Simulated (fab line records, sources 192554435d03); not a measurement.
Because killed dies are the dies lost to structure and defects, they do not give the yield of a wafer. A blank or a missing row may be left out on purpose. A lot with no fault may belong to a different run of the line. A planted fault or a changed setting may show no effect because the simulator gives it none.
fab line records	flow n5Finfet
record lots=5	wafers=15	lastDay=16
route steps=1938 shown BEOL_M9@1437
lots that met no fault: from a run of the same line without faults
startH: start of the lot's first displayed wafer, in hours after the record's first day	waitH: hours since the lot's step before	" as in the row above	L1.1+2: a row that stands for several wafers	- either no value or no given start	* or withheld: withheld	< > ~ a bound
route shown NAME@n: a module of which the file shows steps, and the number in the route of the first	usual: the fault-free wafers' mean and standard deviation	same: alike in all rows	chamber/n: place in a boat	sites: each site's reading	_std_site: the values' standard deviation	_edge_site: mean of outer sites minus mean of inner sites	radiusMm: for every site, how far away it sits from the centre of the wafer	mask NAME#n: copy n	behind: the most recent tool/chamber to have shaped the wafer	hold: why the lot went on hold/how many hours it stayed there/how the hold came to an end	device: transistor that didn't switch, given as n, p or np	end of line: the same wafers' tests at the end of the route	a step without rows: its recipe alone	killed: dies lost to structure and defects at the first sort, not the wafer's yield	map: per-die view of a wafer (x killed, . not killed, _ where there is no die)
set.NAME: the setting as run; set.NAME@STEP: as run at that earlier step	model.NAME: the simulator's own value behind a step, which no gauge read
certain route steps with their lots: each step a table, each wafer a row
services: the hour from which a tool's chamber was out of use, counted from the record's first day as startH (under 0 if before that day), plus the number of hours and why
## steps
# step N5_BEOL_M9_DESCUM_33
# recipe chemistry=O2	timeS=7	sourcePowerW=50	biasPowerW=20	pressureMtorr=20	rfFrequencyHz=2.712e+07	tempC=40	resist=CAR-EUV	o2FlowSccm=225
# usual drypumpMotorCurrentA=5.9/0.6	oesProductAu=0.77/0.07	rfFwdPowerW=49.45/0.27	rfVppV=242.7/1.3	showerheadPlenumPTorr=2.07/0.065	throttleValvePct=20.48/0.21
lot.wafer	tool	chamber	startH	waitH	drypumpMotorCurrentA	oesProductAu	rfFwdPowerW	rfHoursCounterH	rfVppV	showerheadPlenumPTorr	throttleValvePct
L076.1	rieDiel-04	1	255.89	0.0	5.1	0.84	49.49	60	242.3	2.13	20.52
L076.4	"	0	"	"	6.0	0.88	48.97	54	244.1	2.04	20.30
L076.6	"	2	"	"	5.2	0.69	49.46	-	241.0	1.99	20.51
L078.2	rieDiel-02	2	271.83	0.0	6.5	0.78	49.55	100	242.8	2.03	20.37
L078.3	"	1	"	"	6.4	0.72	49.29	187	244.2	2.16	20.10
L078.5	"	1	"	"	6.4	0.71	49.30	-	243.6	2.16	20.10
L081.1	rieDiel-02	3	283.58	0.0	6.8	0.79	49.52	121	240.3	2.02	20.86
L081.3	"	0	"	"	5.4	0.83	49.71	83	242.3	2.11	20.26
L081.5	"	2	"	"	6.5	0.79	49.43	-	243.0	2.03	20.38
L084.1	rieDiel-06	0	314.45	0.0	6.5	0.86	49.42	52	244.9	2.13	20.34
L084.3	"	2	"	"	5.6	0.73	49.64	176	241.1	1.99	20.53
L084.6	"	1	"	"	6.0	0.68	49.35	-	244.4	2.15	20.78
L087.1	rieDiel-06	0	320.67	0.1	6.5	0.85	49.39	54	244.2	2.13	20.35
L087.2	"	1	"	"	6.0	0.68	49.35	235	243.4	2.15	20.78
L087.6	"	2	"	"	5.7	0.73	49.31	-	243.1	1.98	20.53
# step N5_BEOL_M9_ETCH_76
# recipe chemistry=N2/H2	target=underlayer	targetDepthA=65	maskMaterial=CAR-EUV	timeS=5.2	ionEnergyEv=200	pressureMtorr=30	sourceW=840	biasW=150	n2FlowSccm=200	h2FlowSccm=200	ends=cleared
# usual drypumpMotorCurrentA=5.9/0.6	etchRfOnTimeS=5.23/0.16	oesProductAu=0.66/0.059	rfFwdPowerW=819.4/2.2	rfVppV=523.3/2.6	showerheadPlenumPTorr=2.52/0.083	throttleValvePct=17.93/0.24
lot.wafer	tool	chamber	startH	waitH	drypumpMotorCurrentA	etchRfOnTimeS	oesProductAu	rfFwdPowerW	rfHoursCounterH	rfVppV	showerheadPlenumPTorr	throttleValvePct
L076.1	rieDiel-04	1	255.92	0.0	5.1	5.06	0.73	821.7	60	525.2	2.57	17.91
L076.4	"	0	"	"	6.0	5.09	0.75	821.1	54	522.6	2.47	17.72
L076.6	"	2	"	"	5.2	5.46	0.59	817.3	-	518.7	2.40	17.73
L078.2	rieDiel-02	2	271.86	0.0	6.5	5.37	0.67	818.8	100	519.7	2.46	17.71
L078.3	"	1	"	"	6.4	5.03	0.63	814.7	187	528.0	2.65	17.74
L078.5	"	1	"	"	6.4	5.04	0.63	819.7	-	528.9	2.65	17.74
L081.1	rieDiel-02	3	283.61	0.0	6.8	5.12	0.67	816.2	121	519.7	2.47	18.42
L081.3	"	0	"	"	5.4	5.30	0.70	821.2	83	525.6	2.58	17.75
L081.5	"	2	"	"	6.5	5.51	0.65	820.4	-	523.1	2.46	17.74
L084.1	rieDiel-06	0	314.48	0.0	6.5	5.03	0.73	819.4	52	525.7	2.59	17.81
L084.3	"	2	"	"	5.7	5.10	0.64	816.8	176	522.5	2.43	18.06
L084.6	"	1	"	"	6.0	5.32	0.59	817.4	-	526.3	2.62	18.29
L087.1	rieDiel-06	0	320.71	0.0	6.4	5.05	0.72	817.6	54	524.4	2.58	17.81
L087.2	"	1	"	"	6.0	5.39	0.58	822.2	235	527.3	2.62	18.29
L087.6	"	2	"	"	5.7	5.19	0.63	819.5	-	522.6	2.43	18.06
# step N5_BEOL_M9_ETCH_65
# recipe chemistry=CF4	target=SiARC	targetDepthA=156	maskMaterial=CAR-EUV	timeS=26	ionEnergyEv=80	pressureMtorr=40	sourceW=545	biasW=36	Ar_flow_sccm=100	cf4FlowSccm=100	ends=cleared
# usual drypumpMotorCurrentA=5.9/0.6	etchRfOnTimeS=26.1/0.8	oesProductAu=0.66/0.059	rfFwdPowerW=533.1/2.5	rfVppV=183.7/1.1	showerheadPlenumPTorr=2.12/0.061	throttleValvePct=15.66/0.22
lot.wafer	tool	chamber	startH	waitH	drypumpMotorCurrentA	etchRfOnTimeS	oesProductAu	rfFwdPowerW	rfHoursCounterH	rfVppV	showerheadPlenumPTorr	throttleValvePct
L076.1	rieDiel-04	1	255.94	0.0	5.1	24.7	0.73	531.8	60	183.6	2.15	15.60
L076.4	"	0	"	"	6.0	25.8	0.75	531.7	54	182.3	2.11	15.54
L076.6	"	2	"	"	5.2	26.9	0.59	537.1	-	182.7	2.03	15.74
L078.2	rieDiel-02	2	271.88	0.0	6.5	26.9	0.66	533.4	100	182.0	2.08	15.46
L078.3	"	1	"	"	6.4	25.2	0.63	532.7	187	185.5	2.21	15.41
L078.5	"	1	"	"	6.4	25.4	0.62	531.5	-	184.6	2.21	15.40
L081.1	rieDiel-02	3	283.63	0.0	6.8	25.4	0.68	533.3	121	184.1	2.07	15.97
L081.3	"	0	"	"	5.4	26.2	0.71	537.3	83	184.8	2.15	15.38
L081.5	"	2	"	"	6.5	27.1	0.66	534.2	-	182.7	2.07	15.44
L084.1	rieDiel-06	0	314.50	0.0	6.5	25.3	0.74	532.4	52	182.5	2.17	15.46
L084.3	"	2	"	"	5.7	25.5	0.64	533.2	176	182.8	2.04	15.80
L084.6	"	1	"	"	6.0	26.8	0.59	529.2	-	184.3	2.20	16.00
L087.1	rieDiel-06	0	320.73	0.0	6.5	25.2	0.73	530.6	54	184.2	2.17	15.45
L087.2	"	1	"	"	6.0	26.9	0.58	532.9	235	184.7	2.20	16.01
L087.6	"	2	"	"	5.7	25.5	0.64	531.6	-	183.2	2.04	15.83
# step N5_BEOL_M9_ETCH_66
# recipe chemistry=N2/H2	target=SOC	targetDepthA=800	overetchA=160	maskMaterial=SiARC	tempC=40	timeS=120	ionEnergyEv=200	pressureMtorr=30	sourceW=840	biasW=150	n2FlowSccm=200	h2FlowSccm=200
# usual drypumpMotorCurrentA=5.9/0.6	oesProductAu=0.59/0.05	rfFwdPowerW=836/3.3	rfVppV=523.1/2.4	showerheadPlenumPTorr=2.52/0.083	throttleValvePct=17.89/0.24
lot.wafer	tool	chamber	startH	waitH	drypumpMotorCurrentA	oesProductAu	rfFwdPowerW	rfHoursCounterH	rfVppV	showerheadPlenumPTorr	throttleValvePct
L076.1	rieDiel-04	1	255.96	0.0	5.2	0.64	836	60	523.8	2.57	17.86
L076.4	"	0	"	"	6.0	0.67	837	54	522.3	2.47	17.68
L076.6	"	2	"	"	5.2	0.54	836	-	520.5	2.40	17.72
L078.2	rieDiel-02	2	271.91	0.0	6.5	0.60	838	100	521.4	2.46	17.71
L078.3	"	1	"	"	6.4	0.55	825	187	526.5	2.65	17.66
L078.5	"	1	"	"	6.4	0.55	830	-	525.0	2.65	17.68
L081.1	rieDiel-02	3	283.66	0.0	6.8	0.60	837	121	521.9	2.47	18.37
L081.3	"	0	"	"	5.4	0.64	834	83	525.7	2.57	17.73
L081.5	"	2	"	"	6.5	0.60	835	-	521.7	2.46	17.71
L084.1	rieDiel-06	0	314.53	0.0	6.5	0.64	838	52	525.6	2.59	17.78
L084.3	"	2	"	"	5.7	0.56	835	176	519.8	2.43	18.00
L084.6	"	1	"	"	6.0	0.52	829	-	526.0	2.62	18.26
L087.1	rieDiel-06	0	320.75	0.0	6.5	0.64	842	54	524.2	2.58	17.77
L087.2	"	1	"	"	6.0	0.53	836	235	527.5	2.62	18.28
L087.6	"	2	"	"	5.7	0.57	838	-	520.3	2.43	18.02
# step N5_BEOL_M9_STRIP_69
# recipe chemistry=N2/H2	tempC=40	n2FlowSccm=200	h2FlowSccm=200	rfFrequencyHz=6e+07
lot.wafer	tool	chamber	startH	waitH
L076.1+4+6	rieDiel-04	1,0,2	256.05	0.0
L078.2+3+5	rieDiel-02	2,1,1	271.99	0.0
L081.1+3+5	rieDiel-02	3,0,2	283.74	0.0
L084.1+3+6	rieDiel-06	0,2,1	314.61	0.0
L087.1+2+6	rieDiel-06	0,1,2	320.83	0.0
# step N5_BEOL_M9_STRIP_77
# recipe chemistry=N2/H2	tempC=40	n2FlowSccm=200	h2FlowSccm=200	rfFrequencyHz=6e+07
lot.wafer	tool	chamber	startH	waitH
L076.1+4+6	rieDiel-04	1,0,2	256.06	0.0
L078.2+3+5	rieDiel-02	2,1,1	272.00	0.0
L081.1+3+5	rieDiel-02	3,0,2	283.75	0.0
L084.1+3+6	rieDiel-06	0,2,1	314.62	0.0
L087.1+2+6	rieDiel-06	0,1,2	320.84	0.0
# step N5_BEOL_M9_VIA_ETCH_34
# recipe chemistry=C4F6/O2	target=SiCOH_lowk	targetDepthA=1824	maskMaterial=SOC	taperDeg=4	timeS=68.4	ionEnergyEv=250	pressureMtorr=30	sourceW=345	biasW=185	Ar_flow_sccm=300	C4F6_flow_sccm=10	O2_flow_sccm=10
# usual drypumpMotorCurrentA=5.9/0.6	oes_o_777_au=0.78/0.066	oesProductAu=0.77/0.069	rfFwdPowerW=342.4/1.5	rfVppV=665/13	showerheadPlenumPTorr=2.81/0.079	throttleValvePct=20.93/0.23
lot.wafer	tool	chamber	startH	waitH	drypumpMotorCurrentA	oes_o_777_au	oesProductAu	rfFwdPowerW	rfHoursCounterH	rfVppV	showerheadPlenumPTorr	throttleValvePct
L076.1	rieDiel-04	1	256.07	0.0	5.1	0.87	0.84	344.2	60	666	2.87	20.93
L076.4	"	0	"	"	6.0	0.87	0.89	340.3	54	677	2.79	20.87
L076.6	"	2	"	"	5.2	0.67	0.68	343.5	-	661	2.70	20.92
L078.2	rieDiel-02	2	272.01	0.0	6.5	0.77	0.77	342.8	100	645	2.77	20.86
L078.3	"	1	"	"	6.4	0.75	0.72	340.4	187	675	2.93	20.54
L078.5	"	1	"	"	6.4	0.75	0.73	341.5	-	675	2.93	20.52
L081.1	rieDiel-02	3	283.76	0.0	6.8	0.79	0.79	343.7	122	675	2.75	21.34
L081.3	"	0	"	"	5.4	0.84	0.84	343.3	83	675	2.85	20.60
L081.5	"	2	"	"	6.5	0.76	0.78	342.8	-	645	2.77	20.87
L084.1	rieDiel-06	0	314.63	0.0	6.5	0.85	0.85	342.5	52	660	2.89	20.75
L084.3	"	2	"	"	5.7	0.76	0.73	343.8	176	639	2.70	20.98
L084.6	"	1	"	"	6.0	0.70	0.68	343.1	-	663	2.91	21.18
L087.1	rieDiel-06	0	320.85	0.0	6.5	0.84	0.86	342.1	54	661	2.88	20.77
L087.2	"	1	"	"	6.0	0.70	0.67	341.2	235	663	2.91	21.19
L087.6	"	2	"	"	5.7	0.75	0.74	340.9	-	638	2.70	20.99
# step N5_BEOL_M9_STRIP_73
# recipe chemistry=C4F6/O2	resist=SiARC	rfFrequencyHz=6e+07
lot.wafer	tool	chamber	startH	waitH
L076.1+4+6	rieDiel-04	1,0,2	256.12	0.0
L078.2+3+5	rieDiel-02	2,1,1	272.06	0.0
L081.1+3+5	rieDiel-02	3,0,2	283.81	0.0
L084.1+3+6	rieDiel-06	0,2,1	314.68	0.0
L087.1+2+6	rieDiel-06	0,1,2	320.91	0.0
# step N5_BEOL_M9_STRIP_36
# recipe chemistry=N2/H2	powerW=450	tempC=40	pressureMtorr=20	rfFrequencyHz=6e+07	overashFraction=0.3	biasPowerW=7	h2Frac=0.5	n2FlowSccm=200	h2FlowSccm=200
# usual drypumpMotorCurrentA=5.9/0.61	oesProductAu=0.77/0.069	rfVppV=59.1/1.4	showerheadPlenumPTorr=2.51/0.083	throttleValvePct=23.7/0.3
lot.wafer	tool	chamber	startH	waitH	drypumpMotorCurrentA	oesProductAu	rfHoursCounterH	rfVppV	showerheadPlenumPTorr	throttleValvePct
L076.1	rieDiel-04	1	256.13	0.0	5.1	0.84	60	57.3	2.56	23.6
L076.4	"	0	"	"	6.0	0.88	54	57.6	2.47	23.5
L076.6	"	2	"	"	5.2	0.68	-	56.5	2.39	23.2
L078.2	rieDiel-02	2	272.07	0.0	6.5	0.77	100	59.7	2.46	23.6
L078.3	"	1	"	"	6.4	0.71	187	57.3	2.64	23.5
L078.5	"	1	"	"	6.4	0.72	-	59.3	2.64	23.4
L081.1	rieDiel-02	3	283.82	0.0	6.8	0.79	122	60.5	2.46	24.3
L081.3	"	0	"	"	5.4	0.83	83	60.0	2.57	23.7
L081.5	"	2	"	"	6.5	0.79	-	59.2	2.46	23.6
L084.1	rieDiel-06	0	314.69	0.0	6.5	0.84	52	58.7	2.58	23.7
L084.3	"	2	"	"	5.7	0.72	176	58.7	2.42	23.8
L084.6	"	1	"	"	6.0	0.67	-	59.8	2.62	24.1
L087.1	rieDiel-06	0	320.92	0.0	6.5	0.85	54	60.4	2.58	23.7
L087.2	"	1	"	"	6.0	0.68	235	59.3	2.62	24.1
L087.6	"	2	"	"	5.7	0.73	-	59.6	2.42	23.8
# step N5_BEOL_M9_TRENCH_ETCH_37
# recipe chemistry=C4F6/O2	targetDepthA=1514.3	target=SiCOH_lowk	timeS=49	ionEnergyEv=250	pressureMtorr=30	sourceW=345	biasW=185	Ar_flow_sccm=300	C4F6_flow_sccm=10	O2_flow_sccm=10
# usual drypumpMotorCurrentA=5.9/0.6	oes_o_777_au=0.78/0.066	oesProductAu=0.77/0.07	rfFwdPowerW=341.7/1.6	rfVppV=665/13	showerheadPlenumPTorr=2.81/0.079	throttleValvePct=20.96/0.23
lot.wafer	tool	chamber	startH	waitH	drypumpMotorCurrentA	oes_o_777_au	oesProductAu	rfFwdPowerW	rfHoursCounterH	rfVppV	showerheadPlenumPTorr	throttleValvePct
L076.1	rieDiel-04	1	-	-	5.1	0.86	0.86	342.5	60	666	2.87	20.95
L076.4	"	0	"	"	5.9	0.87	0.89	340.2	55	677	2.79	20.89
L076.6	"	2	"	"	5.2	0.68	0.69	343.3	-	662	2.70	20.96
L078.2	rieDiel-02	2	-	-	6.5	0.77	0.78	341.4	100	645	2.77	20.88
L078.3	"	1	"	"	6.4	0.75	0.72	338.5	187	676	2.93	20.55
L078.5	"	1	"	"	6.4	0.75	0.73	339.2	-	675	2.93	20.56
L081.1	rieDiel-02	3	-	-	6.8	0.79	0.80	341.7	122	676	2.75	21.35
L081.3	"	0	"	"	5.4	0.85	0.84	343.3	83	677	2.85	20.64
L081.5	"	2	"	"	6.5	0.76	0.79	342.7	-	645	2.77	20.87
L084.1	rieDiel-06	0	-	-	6.5	0.84	0.84	342.0	52	660	2.88	20.78
L084.3	"	2	"	"	5.7	0.76	0.74	341.0	176	639	2.70	21.01
L084.6	"	1	"	"	6.0	0.70	0.68	342.3	-	662	2.91	21.20
L087.1	rieDiel-06	0	-	-	6.5	0.84	0.85	344.1	54	663	2.88	20.81
L087.2	"	1	"	"	6.0	0.70	0.67	340.2	235	662	2.91	21.21
L087.6	"	2	"	"	5.7	0.75	0.73	342.2	-	639	2.70	21.02
# step N5_BEOL_M9_ETCH_41
# recipe chemistry=CH3F/O2	target=SiCN	targetDepthA=366	taperDeg=2	timeS=70.1	ionEnergyEv=120	maskMaterial=TiN	pressureMtorr=30	sourceW=395	biasW=75	Ar_flow_sccm=150	CH3F_flow_sccm=30	O2_flow_sccm=20
# usual drypumpMotorCurrentA=5.9/0.6	oesProductAu=0.77/0.068	rfFwdPowerW=392.1/1.8	rfVppV=296.9/1.6	showerheadPlenumPTorr=1.97/0.059	throttleValvePct=16.36/0.21
lot.wafer	tool	chamber	startH	waitH	drypumpMotorCurrentA	oesProductAu	rfFwdPowerW	rfHoursCounterH	rfVppV	showerheadPlenumPTorr	throttleValvePct
L076.1	rieDiel-04	1	-	-	5.1	0.85	393.5	60	298.8	2.02	16.32
L076.4	"	0	"	"	6.0	0.88	390.8	55	296.5	1.96	16.22
L076.6	"	2	"	"	5.2	0.69	391.6	-	294.4	1.89	16.44
L078.2	rieDiel-02	2	-	-	6.6	0.78	393.2	100	295.8	1.95	16.22
L078.3	"	1	"	"	6.4	0.74	390.0	187	299.4	2.06	16.05
L078.5	"	1	"	"	6.4	0.74	388.1	-	299.6	2.06	16.06
L081.1	rieDiel-02	3	-	-	6.8	0.79	391.4	122	295.8	1.93	16.68
L081.3	"	0	"	"	5.4	0.83	393.0	83	297.7	2.00	16.09
L081.5	"	2	"	"	6.5	0.77	391.7	-	296.0	1.94	16.24
L084.1	rieDiel-06	0	-	-	6.5	0.85	394.3	52	299.4	2.03	16.15
L084.3	"	2	"	"	5.7	0.74	391.8	176	295.8	1.90	16.48
L084.6	"	1	"	"	6.0	0.68	391.6	-	298.5	2.05	16.67
L087.1	rieDiel-06	0	-	-	6.5	0.85	390.9	54	298.5	2.03	16.15
L087.2	"	1	"	"	6.0	0.68	391.1	235	298.1	2.05	16.67
L087.6	"	2	"	"	5.7	0.74	390.4	-	293.9	1.90	16.47
# step N5_BEOL_M9_STRIP_80
# recipe chemistry=N2/H2	timeS=10	powerW=450	tempC=40	pressureMtorr=20	rfFrequencyHz=6e+07	biasPowerW=7	n2FlowSccm=200	h2FlowSccm=200
# usual drypumpMotorCurrentA=5.9/0.61	oesProductAu=0.77/0.069	rfVppV=59.0/0.87	showerheadPlenumPTorr=2.51/0.083	throttleValvePct=23.7/0.3
lot.wafer	tool	chamber	startH	waitH	drypumpMotorCurrentA	oesProductAu	rfHoursCounterH	rfVppV	showerheadPlenumPTorr	throttleValvePct
L076.1	rieDiel-04	1	-	-	5.1	0.84	60	58.4	2.56	23.6
L076.4	"	0	"	"	6.0	0.87	55	59.5	2.47	23.5
L076.6	"	2	"	"	5.2	0.69	-	58.0	2.39	23.2
L078.2	rieDiel-02	2	-	-	6.5	0.78	100	58.8	2.46	23.6
L078.3	"	1	"	"	6.4	0.72	187	60.2	2.64	23.4
L078.5	"	1	"	"	6.4	0.72	-	58.3	2.64	23.4
L081.1	rieDiel-02	3	-	-	6.8	0.79	122	59.4	2.46	24.4
L081.3	"	0	"	"	5.4	0.82	83	58.9	2.57	23.6
L081.5	"	2	"	"	6.6	0.77	-	58.9	2.46	23.6
L084.1	rieDiel-06	0	-	-	6.5	0.85	52	60.1	2.58	23.7
L084.3	"	2	"	"	5.7	0.73	176	58.0	2.42	23.8
L084.6	"	1	"	"	6.0	0.68	-	58.3	2.62	24.1
L087.1	rieDiel-06	0	-	-	6.5	0.85	54	59.9	2.58	23.7
L087.2	"	1	"	"	6.0	0.68	235	59.4	2.62	24.1
L087.6	"	2	"	"	5.7	0.72	-	59.3	2.42	23.8
# step N5_BEOL_M9_OCD_MEAS_38
# usual trenchDepthNm=151/3.4
lot.wafer	tool	chamber	startH	waitH	trenchDepthNm
L076.1	ocd-02	-	256.34	-	155
L076.4	"	-	"	"	153
L076.6	"	-	"	"	148
L078.2	ocd-02	-	272.28	-	148
L078.3	"	-	"	"	152
L078.5	"	-	"	"	153
L081.1	ocd-02	-	284.03	-	156
L081.3	"	-	"	"	152
L081.5	"	-	"	"	149
L084.1	ocd-02	-	314.90	-	154
L084.3	"	-	"	"	151
L084.6	"	-	"	"	148
L087.1	ocd-01	-	321.13	-	155
L087.2	"	-	"	"	146
L087.6	"	-	"	"	150
# step N5_BEOL_M9_HM_STRIP_39
# recipe chemistry=peroxideTinStrip	material=TiN	targetDepthA=250	tempC=50	timeS=158
lot.wafer	tool	chamber	startH	waitH
L076.1+4+6	wetBench-04	1,5,2	256.37	0.0
L078.2+3+5	wetBench-05	6,5,4	272.32	0.0
L081.1+3+5	wetBench-04	3,6,4	284.07	0.0
L084.1+3+6	wetBench-05	4,6,5	314.93	0.0
L087.1+2+6	wetBench-06	0,2,1	321.16	0.0
# step N5_BEOL_M9_SRD_40
# recipe timeS=30	tempC=23	rinseLiquid=diw	dry=ipaMarangoni
lot.wafer	tool	chamber	startH	waitH
L076.1+4+6	wetBench-04	1,5,2	256.42	0.0
L078.2+3+5	wetBench-05	6,5,4	272.36	0.0
L081.1+3+5	wetBench-04	3,6,4	284.12	0.0
L084.1+3+6	wetBench-05	4,6,5	314.98	0.0
L087.1+2+6	wetBench-06	0,2,1	321.21	0.0
## services
tool	chamber	startH	hours	kind
rieDiel-04	1	232.09	5.6	repair
rieDiel-06	3	296.14	2.1	repair
## key
fault none
